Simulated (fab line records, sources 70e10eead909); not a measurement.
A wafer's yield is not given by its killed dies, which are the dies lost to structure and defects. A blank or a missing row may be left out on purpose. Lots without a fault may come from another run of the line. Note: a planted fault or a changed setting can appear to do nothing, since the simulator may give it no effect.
What tool caused it?	flow nand harc	15 lots with 44 wafers sampled at 4 steps, on a route of 1302 steps

== WHAT THE GAUGES READ, wafer by wafer ==
The record lacks any reading of a measuring or inspecting step that a usual standard deviation could be used to judge.

== EACH LOT AND THE TOOL THAT RAN IT (in order: tool; ch and the chambers of the sampled wafers; start) ==
lot	NHARC_P_CONTACT_DEP_00	NHARC_P_CONTACT_DESCUM_17	NHARC_P_CONTACT_ETCH_36	NHARC_P_CONTACT_ALD_22
L125	pecvd-02 ch 0,1, day 6 07:05 or earlier	rie diel-08 ch 0,1,3, day 6 07:05	rie diel-08 ch 0,1,2, day 6 08:55 or earlier	ald metal-02 ch 2,3, day 6 08:55
L127	pecvd-02 ch 0,2, day 6 12:58 or earlier	rie diel-05 ch 0,1,3, day 6 12:58	rie diel-05 ch 0,1,2, day 6 14:48 or earlier	ald metal-02 ch 0,2,3, day 6 14:48
L126	pecvd-04 ch 0,1, day 6 13:50 or earlier	rie diel-08 ch 0,1, day 6 13:50	rie diel-08 ch 0,1, day 6 15:40 or earlier	ald metal-01 ch 1,3, day 6 15:40
L129	pecvd-03 ch 1,2, day 7 14:05 or earlier	rie diel-08 ch 2,3, day 7 14:05	rie diel-08 ch 1,3, day 7 16:05 or earlier	ald metal-02 ch 1,2,3, day 7 16:05
L131	pecvd-03 ch 0,1,2, day 8 08:20 or earlier	rie diel-08 ch 0,1,2, day 8 08:20	rie diel-08 ch 0,1,3, day 8 10:11 or earlier	ald metal-02 ch 0,2,3, day 8 10:11
L133	pecvd-02 ch 0,1, day 9 03:19 or earlier	rie diel-08 ch 0, day 9 03:19	rie diel-08 ch 1,2, day 9 05:10 or earlier	ald metal-02 ch 2, day 9 05:10
L135	pecvd-03 ch 0,1,2, day 10 07:09 or earlier	rie diel-05 ch 0,2, day 10 07:09	rie diel-05 ch 0,2,3, day 10 09:11 or earlier	ald metal-02 ch 1,2,3, day 10 09:11
L139	pecvd-03 ch 1,2, day 12 02:40	rie diel-03 ch 1,2,3, day 12 04:11	rie diel-03 ch 2,3, day 12 06:01 or earlier	ald metal-01 ch 1,2,3, day 12 06:01
L141	pecvd-02 ch 0,1,2, day 12 16:03 or earlier	rie diel-03 ch 0,2, day 12 16:03	rie diel-03 ch 1,2,3, day 12 17:53 or earlier	ald metal-01 ch 1,2,3, day 12 17:53
L142	pecvd-03 ch 0,2, day 12 22:04 or earlier	rie diel-05 ch 0,1,2, day 12 22:04	rie diel-05 ch 1,2,3, day 12 23:53 or earlier	ald metal-01 ch 1,3, day 12 23:53
L143	pecvd-04 ch 0,1,2, day 13 07:08 or earlier	rie diel-05 ch 1,2, day 13 07:08	rie diel-05 ch 0,1,2, day 13 08:59 or earlier	ald metal-01 ch 0,1, day 13 08:59
L144	pecvd-03 ch 0,1,2, day 13 21:49 or earlier	rie diel-05 ch 0,1,3, day 13 21:49	rie diel-05 ch 0,1,2, day 13 23:44 or earlier	ald metal-04 ch 0,1,3, day 13 23:44
L145	pecvd-04 ch 0,1,2, day 14 04:17 or earlier	rie diel-05 ch 1,2,3, day 14 04:17	rie diel-05 ch 0,1,3, day 14 06:07 or earlier	ald metal-02 ch 1,2,3, day 14 06:07
L147	pecvd-02 ch 0,1,2, day 14 22:43 or earlier	rie diel-03 ch 0,1,2, day 14 22:43	rie diel-03 ch 1,2,3, day 15 00:33 or earlier	ald metal-04 ch 0,2,3, day 15 00:33
L148	pecvd-03 ch 1,2, day 15 13:36	rie diel-08 ch 2,3, day 15 15:02	rie diel-08 ch 0,1,3, day 15 16:53 or earlier	ald metal-04 ch 0,1,3, day 15 16:53
- NHARC_P_CONTACT_DEP_00: deposits SiO2, target thk 500 nm.
- NHARC_P_CONTACT_DESCUM_17: chemistry O2, time 3 s.
- NHARC_P_CONTACT_ETCH_36: etches the open film in N2/H2, target depth 260 nm, time 406.25 s.
- NHARC_P_CONTACT_ALD_22: deposits TiN, target thk 3 nm, pulse time 1 s, ald cycles 150.

== WHAT THE TOOLS THEMSELVES READ (means of the sampled wafers that have a number; where no wafer has one, the mark that the record gives instead) ==
NHARC_P_CONTACT_DEP_00. Usual: heater power w 579 W, standard deviation 130; throttle valve pct 15.9 %, standard deviation 0.59.
lot	tool	heater power w (W)	throttle valve pct (%)	flag
L125	pecvd-02	586	15.6	
L127	pecvd-02	676	16.7	
L126	pecvd-04	526	16.5	
L129	pecvd-03	596	15.8	
L131	pecvd-03	557	16.0	
L133	pecvd-02	677	16.0	
L135	pecvd-03	584	15.6	
L139	pecvd-03	646	15.9	
L141	pecvd-02	696	15.8	
L142	pecvd-03	642	15.9	
L143	pecvd-04	536	15.8	
L144	pecvd-03	544	15.8	
L145	pecvd-04	508	15.9	
L147	pecvd-02	639	15.7	
L148	pecvd-03	634	15.8	

NHARC_P_CONTACT_DESCUM_17. Usual: drypump motor current A 5.7 A, standard deviation 0.51; oes product au 0.999 a.u., standard deviation 0.011; rf vpp V 57.8 V, standard deviation 0.82; showerhead plenum p Torr 1.92 Torr, standard deviation 0.066; throttle valve pct 11.310 %, standard deviation 0.0089.
lot	tool	drypump motor current A (A)	oes product au (a.u.)	rf vpp V (V)	showerhead plenum p Torr (Torr)	throttle valve pct (%)	flag
L125	rie diel-08	6.0	1.001	58.9	1.93	11.306	
L127	rie diel-05	5.4	1.000	58.3	1.92	11.311	
L126	rie diel-08	5.6	0.995	58.0	1.91	11.311	
L129	rie diel-08	6.1	0.998	57.2	1.85	11.307	
L131	rie diel-08	5.8	0.990	58.2	1.88	11.302	
L133	rie diel-08	5.8	0.991	58.4	1.94	11.304	
L135	rie diel-05	5.6	1.008	58.4	1.96	11.308	
L139	rie diel-03	5.4	1.000	57.4	1.96	11.317	
L141	rie diel-03	5.4	0.992	57.8	1.90	11.296	
L142	rie diel-05	5.6	1.011	57.7	1.97	11.309	
L143	rie diel-05	5.6	0.996	57.9	1.98	11.308	
L144	rie diel-05	5.4	0.991	57.9	1.92	11.309	
L145	rie diel-05	5.2	0.987	58.5	1.94	11.304	
L147	rie diel-03	5.7	1.008	58.1	1.91	11.316	
L148	rie diel-08	6.3	1.007	57.5	1.90	11.311	

NHARC_P_CONTACT_ETCH_36. Usual: drypump motor current A 5.6 A, standard deviation 0.51; oes product au 0.996 a.u., standard deviation 0.01; rf vpp V 430.8 V, standard deviation 2.2; showerhead plenum p Torr 2.05 Torr, standard deviation 0.073; throttle valve pct 14.172 %, standard deviation 0.0081.
lot	tool	drypump motor current A (A)	oes product au (a.u.)	rf vpp V (V)	showerhead plenum p Torr (Torr)	throttle valve pct (%)	flag
L125	rie diel-08	5.7	0.985	429.2	2.00	14.176	
L127	rie diel-05	5.6	1.008	432.2	2.10	14.168	
L126	rie diel-08	5.7	0.991	430.1	2.05	14.171	
L129	rie diel-08	5.9	0.998	430.6	2.04	14.181	
L131	rie diel-08	6.0	1.004	431.1	2.06	14.175	
L133	rie diel-08	5.8	0.986	428.1	1.96	14.174	
L135	rie diel-05	5.2	0.991	430.9	2.06	14.172	
L139	rie diel-03	5.1	0.997	431.7	2.08	14.172	
L141	rie diel-03	5.4	0.996	432.2	2.09	14.171	
L142	rie diel-05	5.2	1.000	431.5	2.07	14.167	
L143	rie diel-05	5.6	0.996	432.5	2.10	14.172	
L144	rie diel-05	5.6	0.997	431.9	2.10	14.171	
L145	rie diel-05	5.4	0.995	430.3	2.05	14.172	
L147	rie diel-03	5.4	1.007	431.3	2.09	14.173	
L148	rie diel-08	6.0	0.998	430.8	2.06	14.166	

NHARC_P_CONTACT_ALD_22. Usual: heater power w 1071 W, standard deviation 180; precursor pulse height rel 1.000, standard deviation 0.021.
lot	tool	heater power w (W)	precursor pulse height rel	flag
L125	ald metal-02	941	0.983	
L127	ald metal-02	1017	0.996	
L126	ald metal-01	975	0.982	
L129	ald metal-02	1102	1.008	
L131	ald metal-02	995	0.988	
L133	ald metal-02	1098	1.015	
L135	ald metal-02	1118	1.008	
L139	ald metal-01	963	0.996	
L141	ald metal-01	964	0.993	
L142	ald metal-01	969	1.003	
L143	ald metal-01	980	0.967	
L144	ald metal-04	1145	1.005	
L145	ald metal-02	1128	1.007	
L147	ald metal-04	1070	0.993	
L148	ald metal-04	1169	0.996	

== THE ANSWER, worked out from the rows above alone ==
Rule: a lot is off if the mean of its wafers that have a number lies more than 3 standard deviations from the usual mean. A lot without any number at a reading at which 4 lots or more have one is off too. Where the step has rows for the other lots, those lots are counted as sound. The gauges are gone through in route order, then the tools' own readings, and for those a lot's mean is taken as printed above. The first step at which some lot is off is used, and at that step the reading that is off furthest; a lot without a number counts as furthest.
Nothing can be told from this: no lot is off at any reading shown.

== WHAT HAD BEEN PUT IN BY THE SIMULATOR ==
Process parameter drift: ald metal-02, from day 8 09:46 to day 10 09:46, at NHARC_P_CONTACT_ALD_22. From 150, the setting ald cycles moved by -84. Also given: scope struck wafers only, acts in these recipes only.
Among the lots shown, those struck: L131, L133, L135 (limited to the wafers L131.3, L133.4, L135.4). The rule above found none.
